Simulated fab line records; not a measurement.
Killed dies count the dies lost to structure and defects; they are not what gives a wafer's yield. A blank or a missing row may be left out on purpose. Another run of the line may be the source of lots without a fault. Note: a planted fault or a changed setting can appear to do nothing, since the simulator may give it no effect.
What tool caused it? :: flow n5Finfet :: 42 wafers from 14 lots sampled at 2 of the route's 1938 steps

WHAT THE GAUGES SHOWED, per wafer
N5_BEOL_M15_CD_MEAS_10 targets a cd of 360 nm. Usual: 359.7 nm for cdNm, sd 1.5.
lot: L999
measured: day 11 11:08
on: cdSem-01
cdNm (nm): 359.5 360.3 362.1
flag: 

lot: L100
measured: day 12 14:54
on: cdSem-02
cdNm (nm): 359.4 359.4 358.0
flag: 

lot: L103
measured: day 12 21:59
on: cdSem-01
cdNm (nm): 359.0 357.6 358.2
flag: 

lot: L101
measured: day 13 01:57
on: cdSem-02
cdNm (nm): 359.9 360.9 358.4
flag: 

lot: L109
measured: day 14 19:22
on: cdSem-03
cdNm (nm): 361.0 361.1 357.1
flag: 

lot: L111
measured: day 15 05:56
on: cdSem-01
cdNm (nm): 360.1 361.4 360.5
flag: 

lot: L115
measured: day 15 11:36
on: cdSem-03
cdNm (nm): 357.3 359.8 358.4
flag: 

lot: L112
measured: day 16 06:26
on: cdSem-03
cdNm (nm): 363.1 358.7 361.8
flag: 

lot: L116
measured: day 16 09:32
on: cdSem-01
cdNm (nm): 360.1 358.6 358.7
flag: 

lot: L117
measured: day 17 15:34
on: cdSem-02
cdNm (nm): 359.9 358.3 359.1
flag: 

lot: L119
measured: day 18 03:55
on: cdSem-02
cdNm (nm): 360.9 359.4 358.7
flag: 

lot: L122
measured: day 18 19:15
on: cdSem-01
cdNm (nm): 358.8 359.7 357.6
flag: 

lot: L121
measured: day 18 19:43
on: cdSem-01
cdNm (nm): 357.8 359.1 357.7
flag: 

lot: L120
measured: day 18 19:56
on: cdSem-01
cdNm (nm): 361.7 360.4 361.5
flag: 

N5_BEOL_M15_INSPECT_12: inspects for defects (macro). Usual: 2.0 for rawDefectCount, sd 1.4.
lot: L999
measured: day 11 11:12
on: defectInspect-02
rawDefectCount: 0 2 0
flag: 

lot: L100
measured: day 12 14:57
on: defectInspect-01
rawDefectCount: 3 2 2
flag: 

lot: L103
measured: day 12 22:03
on: defectInspect-02
rawDefectCount: 2 5 0
flag: 

lot: L101
measured: day 13 02:00
on: defectInspect-02
rawDefectCount: 3 1 4
flag: 

lot: L109
measured: day 14 19:25
on: defectInspect-01
rawDefectCount: 2 3 1
flag: 

lot: L111
measured: day 15 05:59
on: defectInspect-02
rawDefectCount: 1 2 2
flag: 

lot: L115
measured: day 15 11:39
on: defectInspect-01
rawDefectCount: 2 4 1
flag: 

lot: L112
measured: day 16 06:29
on: defectInspect-02
rawDefectCount: 4 3 2
flag: 

lot: L116
measured: day 16 09:35
on: defectInspect-01
rawDefectCount: 1 3 1
flag: 

lot: L117
measured: day 17 15:37
on: defectInspect-02
rawDefectCount: 3 2 2
flag: 

lot: L119
measured: day 18 03:58
on: defectInspect-02
rawDefectCount: 1 0 1
flag: 

lot: L122
measured: day 18 19:18
on: defectInspect-02
rawDefectCount: 3 1 3
flag: 

lot: L121
measured: day 18 19:47
on: defectInspect-01
rawDefectCount: 4 0 5
flag: 

lot: L120
measured: day 18 19:59
on: defectInspect-02
rawDefectCount: 1 0 1
flag: 

WHAT TOOL EACH LOT RAN ON (gives the tool, then ch and the chambers of the sampled wafers, and finally the start)
No process step before these readings appears in the record.

WHAT THE TOOLS THEMSELVES READ (means of the sampled wafers that have a number; where no wafer has one, the mark that the record gives instead)
The record holds no such reading with a usual standard deviation.

THE ANSWER, worked out from the rows above alone
Rule: lot off if the mean of its wafers having a number is beyond 3 standard deviations from the usual mean. Also off: a lot with no number at a reading for which 4 or more lots have one. All remaining lots with rows at the step are treated as sound. The gauges are gone through in route order, then the tools' own readings, and for those a lot's mean is taken as printed above. At the first step where some lot is off, the reading lying furthest off is the one used; lots without a number count as furthest.
No lot is off at any reading shown: from this, nothing can be told.

WHAT THE SIMULATOR HAD INSERTED
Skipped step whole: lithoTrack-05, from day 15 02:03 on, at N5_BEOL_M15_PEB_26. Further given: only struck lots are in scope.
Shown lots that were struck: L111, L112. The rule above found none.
